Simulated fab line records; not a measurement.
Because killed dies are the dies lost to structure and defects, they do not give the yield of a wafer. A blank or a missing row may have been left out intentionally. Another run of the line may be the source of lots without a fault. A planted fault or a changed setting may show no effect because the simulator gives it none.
What tool caused it?    flow n5Finfet    24 lots with 72 wafers sampled at 6 steps, on a route of 1938 steps

== WHAT THE GAUGES READ, wafer by wafer ==
N5_BEOL_M6_INSPECT_58: inspects for defects (darkfield). Usual: rawDefectCount reads 73 (standard deviation 23).
lot   measured      on                rawDefectCount  flag
L076  day 13 05:28  defectInspect-02  107 77 30       
L074  day 13 06:35  defectInspect-02  50 58 53        
L075  day 13 11:09  defectInspect-02  87 65 56        
L077  day 13 14:22  defectInspect-02  61 56 42        
L079  day 13 14:28  defectInspect-02  61 85 58        
L078  day 13 14:39  defectInspect-02  75 67 61        
L081  day 14 10:35  defectInspect-02  61 92 75        
L080  day 14 17:20  defectInspect-02  54 91 57        
L083  day 14 19:32  defectInspect-02  104 66 54       
L082  day 14 20:47  defectInspect-01  145 46 116      
L085  day 14 23:46  defectInspect-02  58 87 98        
L084  day 15 09:20  defectInspect-02  83 89 109       
L086  day 15 11:58  defectInspect-02  52 61 40        
L089  day 16 06:20  defectInspect-02  84 66 86        
L091  day 16 09:35  defectInspect-01  68 75 66        
L088  day 16 14:29  defectInspect-02  95 83 110       
L087  day 16 15:05  defectInspect-02  43 45 38        
L092  day 16 20:13  defectInspect-02  100 57 119      
L090  day 16 20:51  defectInspect-01  90 79 104       
L093  day 17 14:26  defectInspect-02  53 66 48        
L094  day 18 00:54  defectInspect-01  89 68 42        
L095  day 18 01:24  defectInspect-02  48 32 57        
L096  day 18 06:18  defectInspect-02  109 78 109      
L097  day 18 14:47  defectInspect-01  92 110 54       

N5_BEOL_M7_OVL_MEAS_12. Usual: for M7_OVL the level is -0.1 nm and the standard deviation is 0.64.
lot   measured      on          M7_OVL (nm)     flag
L076  day 13 07:39  overlay-01  0.1 0.4 -0.3    
L074  day 13 10:16  overlay-01  -0.5 -0.6 -1.2  
L075  day 13 13:37  overlay-01  -0.2 0.5 -0.7   
L077  day 13 16:43  overlay-01  0.4 0.5 0.3     
L079  day 13 16:45  overlay-01  0.6 0.4 0.7     
L078  day 13 16:55  overlay-01  -0.2 0.0 -0.5   
L081  day 14 11:57  overlay-01  -0.7 0.1 0.9    
L080  day 14 18:42  overlay-01  0.0 -1.0 0.8    
L083  day 14 21:34  overlay-02  -0.8 1.7 0.0    
L082  day 14 22:31  overlay-02  -0.3 -1.1 0.0   
L085  day 15 01:50  overlay-02  -0.7 0.1 -1.0   
L084  day 15 11:40  overlay-02  -0.6 -1.5 -0.1  
L086  day 15 13:56  overlay-02  -0.6 -1.1 -0.2  
L089  day 16 07:55  overlay-02  -0.4 0.0 0.0    
L091  day 16 11:27  overlay-01  0.5 0.0 0.4     
L088  day 16 18:06  overlay-01  0.7 -0.1 0.5    
L087  day 16 18:21  overlay-01  0.1 0.4 1.0     
L092  day 16 22:29  overlay-01  -0.2 -0.1 -0.5  
L090  day 16 23:01  overlay-01  -1.5 -1.9 -0.8  
L093  day 17 17:45  overlay-02  -0.3 0.4 0.3    
L094  day 18 04:10  overlay-01  0.1 0.4 0.1     
L095  day 18 04:36  overlay-02  0.4 0.6 0.7     
L096  day 18 08:22  overlay-01  0.0 1.1 -0.4    
L097  day 18 17:10  overlay-02  -0.5 0.1 -0.2   

== WHICH TOOL RAN EACH LOT (tool, then ch and the chambers of the sampled wafers, then the start) ==
lot   N5_BEOL_M6_DESCUM_33               N5_BEOL_M6_STRIP_80                           N5_BEOL_M6_ALD_77                   N5_BEOL_M6_ANNEAL_51
L076  rieDiel-01 ch 0,3, day 12 22:09    rieDiel-01 ch 0,3, day 12 23:16 or earlier    aldMetal-02 ch 0,1,3, day 12 23:16  rtpAnneal-02 ch 0, day 13 04:46
L074  rieDiel-01 ch 0,1, day 13 03:12    rieDiel-01 ch 0,1, day 13 04:22 or earlier    aldMetal-03 ch 1,2, day 13 04:22    rtpAnneal-02 ch 0, day 13 05:55
L075  rieDiel-05 ch 0,1, day 13 06:55    rieDiel-05 ch 0,1, day 13 08:23 or earlier    aldMetal-02 ch 0,1, day 13 08:23    rtpAnneal-02 ch 0, day 13 10:23
L077  rieDiel-05 ch 0,1,3, day 13 10:17  rieDiel-05 ch 0,1,3, day 13 12:55 or earlier  aldMetal-03 ch 0,3, day 13 12:55    rtpAnneal-01 ch 0, day 13 13:40
L079  rieDiel-01 ch 1,2,3, day 13 10:41  rieDiel-01 ch 1,2,3, day 13 12:59 or earlier  aldMetal-01 ch 0,1,3, day 13 12:59  rtpAnneal-02 ch 0, day 13 13:46
L078  rieDiel-05 ch 0,3, day 13 10:41    rieDiel-05 ch 0,3, day 13 13:04 or earlier    aldMetal-02 ch 0,1,3, day 13 13:04  rtpAnneal-01 ch 0, day 13 13:53
L081  rieDiel-01 ch 1,3, day 14 06:21    rieDiel-01 ch 1,3, day 14 07:41 or earlier    aldMetal-03 ch 0,1,2, day 14 07:41  rtpAnneal-01 ch 0, day 14 09:50
L080  rieDiel-05 ch 1,3, day 14 13:54    rieDiel-05 ch 1,3, day 14 15:10 or earlier    aldMetal-03 ch 0,1,3, day 14 15:10  rtpAnneal-01 ch 0, day 14 16:38
L083  rieDiel-05 ch 1,2, day 14 15:52    rieDiel-05 ch 1,2, day 14 18:02 or earlier    aldMetal-01 ch 0,1,2, day 14 18:02  rtpAnneal-01 ch 0, day 14 18:47
L082  rieDiel-01 ch 1,2, day 14 17:56    rieDiel-01 ch 1,2, day 14 19:07 or earlier    aldMetal-02 ch 0,1,3, day 14 19:07  rtpAnneal-02 ch 0, day 14 20:03
L085  rieDiel-05 ch 0,2, day 14 20:15    rieDiel-05 ch 0,2, day 14 21:42 or earlier    aldMetal-03 ch 0,2, day 14 21:42    rtpAnneal-01 ch 0, day 14 23:03
L084  rieDiel-01 ch 0,1, day 15 06:01    rieDiel-01 ch 0,1, day 15 07:40 or earlier    aldMetal-03 ch 0,2, day 15 07:40    rtpAnneal-01 ch 0, day 15 08:34
L086  rieDiel-01 ch 1,2,3, day 15 07:56  rieDiel-01 ch 1,2,3, day 15 09:01 or earlier  aldMetal-01 ch 1,2, day 15 09:01    rtpAnneal-02 ch 0, day 15 11:17
L089  rieDiel-04 ch 0,1,3, day 16 01:12  rieDiel-04 ch 0,1,3, day 16 03:02 or earlier  aldMetal-02 ch 1,2, day 16 03:02    rtpAnneal-02 ch 0, day 16 05:35
L091  rieDiel-05 ch 1,3, day 16 06:18    rieDiel-05 ch 1,3, day 16 07:39 or earlier    aldMetal-02 ch 1,2,3, day 16 07:39  rtpAnneal-01 ch 0, day 16 08:55
L088  rieDiel-04 ch 0,1, day 16 11:20    rieDiel-04 ch 0,1, day 16 12:39 or earlier    aldMetal-03 ch 0,2,3, day 16 12:39  rtpAnneal-01 ch 0, day 16 13:40
L087  rieDiel-01 ch 0,1,3, day 16 11:54  rieDiel-01 ch 0,1,3, day 16 13:13 or earlier  aldMetal-03 ch 0,1,3, day 16 13:13  rtpAnneal-02 ch 0, day 16 14:20
L092  rieDiel-01 ch 0,3, day 16 17:15    rieDiel-01 ch 0,3, day 16 18:37 or earlier    aldMetal-01 ch 0,3, day 16 18:37    rtpAnneal-02 ch 0, day 16 19:34
L090  rieDiel-05 ch 0,3, day 16 17:48    rieDiel-05 ch 0,3, day 16 18:58 or earlier    aldMetal-03 ch 0,2,3, day 16 18:58  rtpAnneal-02 ch 0, day 16 20:09
L093  rieDiel-05 ch 2,3, day 17 11:17    rieDiel-05 ch 2,3, day 17 12:42 or earlier    aldMetal-01 ch 0,1, day 17 12:42    rtpAnneal-01 ch 0, day 17 13:41
L094  rieDiel-05 ch 0,1,3, day 17 21:30  rieDiel-05 ch 0,1,3, day 17 22:55 or earlier  aldMetal-02 ch 1,2,3, day 17 22:55  rtpAnneal-01 ch 0, day 18 00:08
L095  rieDiel-05 ch 1,2,3, day 17 22:14  rieDiel-05 ch 1,2,3, day 17 23:21 or earlier  aldMetal-01 ch 0,2,3, day 17 23:21  rtpAnneal-02 ch 0, day 18 00:39
L096  rieDiel-04 ch 0,3, day 18 02:15    rieDiel-04 ch 0,3, day 18 04:45 or earlier    aldMetal-01 ch 0,1,2, day 18 04:45  rtpAnneal-01 ch 0, day 18 05:31
L097  rieDiel-05 ch 0,2, day 18 11:25    rieDiel-05 ch 0,2, day 18 13:07 or earlier    aldMetal-01 ch 0,1,3, day 18 13:07  rtpAnneal-02 ch 0, day 18 14:05
- N5_BEOL_M6_DESCUM_33: chemistry O2, time 7 s.
- N5_BEOL_M6_STRIP_80: strips in N2/H2, time 10 s.
- N5_BEOL_M6_ALD_77: deposits TaN, target thk 2 nm, pulse time 2 s, purge time 3 s.
- N5_BEOL_M6_ANNEAL_51: time 90 s.

== WHAT THE TOOLS THEMSELVES READ (means of the sampled wafers that have a number; where no wafer has one, the mark that the record gives instead) ==
N5_BEOL_M6_DESCUM_33. Usual: drypumpMotorCurrentA 6.0 A, standard deviation 0.4; oesProductAu 0.79 a.u., standard deviation 0.065; rfFwdPowerW 49.31 W, standard deviation 0.25; rfVppV 243.8 V, standard deviation 1.3; showerheadPlenumPTorr 2.13 Torr, standard deviation 0.068; throttleValvePct 20.38 %, standard deviation 0.19.
lot   tool        drypumpMotorCurrentA (A)  oesProductAu (a.u.)  rfFwdPowerW (W)  rfVppV (V)  showerheadPlenumPTorr (Torr)  throttleValvePct (%)  flag
L076  rieDiel-01  6.3                       0.76                 49.35            244.8       2.15                          20.32                 
L074  rieDiel-01  6.0                       0.89                 49.47            243.4       2.11                          20.51                 
L075  rieDiel-05  6.0                       0.83                 49.33            244.0       2.21                          20.46                 
L077  rieDiel-05  6.2                       0.81                 49.30            245.2       2.22                          20.40                 
L079  rieDiel-01  6.0                       0.77                 49.12            242.8       2.07                          20.35                 
L078  rieDiel-05  6.0                       0.78                 49.56            245.4       2.21                          20.25                 
L081  rieDiel-01  6.2                       0.77                 49.02            242.4       2.08                          20.40                 
L080  rieDiel-05  6.5                       0.81                 49.42            245.0       2.22                          20.54                 
L083  rieDiel-05  6.1                       0.83                 49.14            244.4       2.17                          20.47                 
L082  rieDiel-01  5.8                       0.83                 49.60            242.6       2.06                          20.48                 
L085  rieDiel-05  5.8                       0.78                 49.42            244.0       2.12                          20.15                 
L084  rieDiel-01  6.0                       0.85                 49.51            243.4       2.11                          20.53                 
L086  rieDiel-01  6.0                       0.76                 49.35            243.1       2.06                          20.38                 
L089  rieDiel-04  5.7                       0.89                 49.24            243.8       2.10                          20.32                 
L091  rieDiel-05  6.4                       0.81                 49.36            244.3       2.21                          20.62                 
L088  rieDiel-04  5.5                       0.86                 49.03            243.3       2.07                          20.41                 
L087  rieDiel-01  6.2                       0.77                 49.35            244.3       2.10                          20.44                 
L092  rieDiel-01  6.3                       0.73                 49.17            243.0       2.14                          20.38                 
L090  rieDiel-05  6.4                       0.76                 49.32            244.2       2.21                          20.41                 
L093  rieDiel-05  6.1                       0.78                 49.23            243.6       2.12                          20.30                 
L094  rieDiel-05  6.2                       0.76                 49.37            244.5       2.20                          20.47                 
L095  rieDiel-05  6.2                       0.78                 49.26            243.6       2.16                          20.48                 
L096  rieDiel-04  5.5                       0.88                 49.40            242.6       2.09                          20.22                 
L097  rieDiel-05  5.7                       0.75                 49.29            243.8       2.11                          20.21                 

N5_BEOL_M6_STRIP_80. Usual: drypumpMotorCurrentA 6.0 A, standard deviation 0.4; oesProductAu 0.79 a.u., standard deviation 0.064; rfVppV 59.3 V, standard deviation 0.9; showerheadPlenumPTorr 2.59 Torr, standard deviation 0.08; throttleValvePct 23.7 %, standard deviation 0.43.
lot   tool        drypumpMotorCurrentA (A)  oesProductAu (a.u.)  rfVppV (V)  showerheadPlenumPTorr (Torr)  throttleValvePct (%)  flag
L076  rieDiel-01  6.3                       0.75                 59.6        2.63                          23.8                  
L074  rieDiel-01  6.0                       0.88                 58.9        2.55                          23.9                  
L075  rieDiel-05  6.0                       0.83                 59.6        2.68                          23.9                  
L077  rieDiel-05  6.2                       0.81                 59.3        2.67                          23.5                  
L079  rieDiel-01  6.0                       0.78                 59.2        2.50                          23.5                  
L078  rieDiel-05  6.0                       0.79                 59.6        2.65                          23.1                  
L081  rieDiel-01  6.3                       0.77                 58.7        2.49                          23.5                  
L080  rieDiel-05  6.5                       0.81                 58.8        2.67                          23.6                  
L083  rieDiel-05  6.1                       0.82                 59.8        2.65                          24.1                  
L082  rieDiel-01  5.8                       0.83                 59.6        2.48                          23.8                  
L085  rieDiel-05  5.7                       0.77                 59.9        2.59                          23.5                  
L084  rieDiel-01  6.0                       0.85                 59.6        2.54                          24.0                  
L086  rieDiel-01  6.0                       0.76                 59.4        2.49                          23.6                  
L089  rieDiel-04  5.7                       0.88                 59.2        2.55                          23.7                  
L091  rieDiel-05  6.4                       0.80                 59.3        2.68                          24.0                  
L088  rieDiel-04  5.5                       0.86                 59.1        2.52                          23.8                  
L087  rieDiel-01  6.2                       0.77                 58.9        2.55                          23.8                  
L092  rieDiel-01  6.3                       0.72                 60.1        2.62                          23.9                  
L090  rieDiel-05  6.4                       0.77                 58.9        2.64                          23.2                  
L093  rieDiel-05  6.1                       0.78                 59.7        2.58                          23.6                  
L094  rieDiel-05  6.2                       0.77                 59.9        2.65                          23.6                  
L095  rieDiel-05  6.2                       0.79                 59.6        2.62                          23.8                  
L096  rieDiel-04  5.5                       0.88                 57.9        2.54                          23.4                  
L097  rieDiel-05  5.8                       0.75                 59.8        2.57                          23.5                  

N5_BEOL_M6_ALD_77. Usual: chamberPressureTorr 3.000 Torr, standard deviation 0.0074; heaterPowerW 418 W, standard deviation 43.
lot   tool         chamberPressureTorr (Torr)  heaterPowerW (W)  flag
L076  aldMetal-02  2.989                       425               
L074  aldMetal-03  3.000                       384               
L075  aldMetal-02  2.998                       425               
L077  aldMetal-03  3.007                       467               
L079  aldMetal-01  2.994                       441               
L078  aldMetal-02  2.998                       414               
L081  aldMetal-03  2.998                       400               
L080  aldMetal-03  3.002                       432               
L083  aldMetal-01  3.002                       418               
L082  aldMetal-02  3.001                       419               
L085  aldMetal-03  2.997                       435               
L084  aldMetal-03  2.988                       437               
L086  aldMetal-01  3.000                       448               
L089  aldMetal-02  3.001                       419               
L091  aldMetal-02  3.010                       413               
L088  aldMetal-03  3.006                       442               
L087  aldMetal-03  3.007                       434               
L092  aldMetal-01  3.010                       403               
L090  aldMetal-03  2.997                       429               
L093  aldMetal-01  3.005                       417               
L094  aldMetal-02  3.000                       415               
L095  aldMetal-01  3.002                       403               
L096  aldMetal-01  3.001                       421               
L097  aldMetal-01  2.995                       443               

N5_BEOL_M6_ANNEAL_51. Usual: wafer_temp_C_max reads 225.85 (standard deviation 0.24).
lot   tool          wafer_temp_C_max  flag
L076  rtpAnneal-02  225.79            
L074  rtpAnneal-02  225.72            
L075  rtpAnneal-02  225.39            
L077  rtpAnneal-01  226.24            
L079  rtpAnneal-02  225.65            
L078  rtpAnneal-01  226.02            
L081  rtpAnneal-01  225.88            
L080  rtpAnneal-01  226.06            
L083  rtpAnneal-01  226.07            
L082  rtpAnneal-02  225.76            
L085  rtpAnneal-01  225.86            
L084  rtpAnneal-01  225.83            
L086  rtpAnneal-02  225.97            
L089  rtpAnneal-02  225.87            
L091  rtpAnneal-01  226.01            
L088  rtpAnneal-01  225.88            
L087  rtpAnneal-02  225.80            
L092  rtpAnneal-02  225.72            
L090  rtpAnneal-02  225.76            
L093  rtpAnneal-01  226.18            
L094  rtpAnneal-01  225.86            
L095  rtpAnneal-02  225.83            
L096  rtpAnneal-01  225.83            
L097  rtpAnneal-02  225.82            

== THE ANSWER, worked out from the rows above alone ==
Rule: a lot counts as off when the mean over its wafers that have a number is more than 3 standard deviations away from the usual mean. Also off: a lot with no number at a reading for which 4 or more lots have one. Where the step has rows for the other lots, those lots are counted as sound. After the gauges, taken in route order, come the tools' own readings; for these a lot's mean is taken, as printed above. The first step at which some lot is off is used, and at that step the reading that is off furthest; a lot without a number counts as furthest.
No lot is off at any reading shown: from this, nothing can be told.

== WHAT HAD BEEN PUT IN BY THE SIMULATOR ==
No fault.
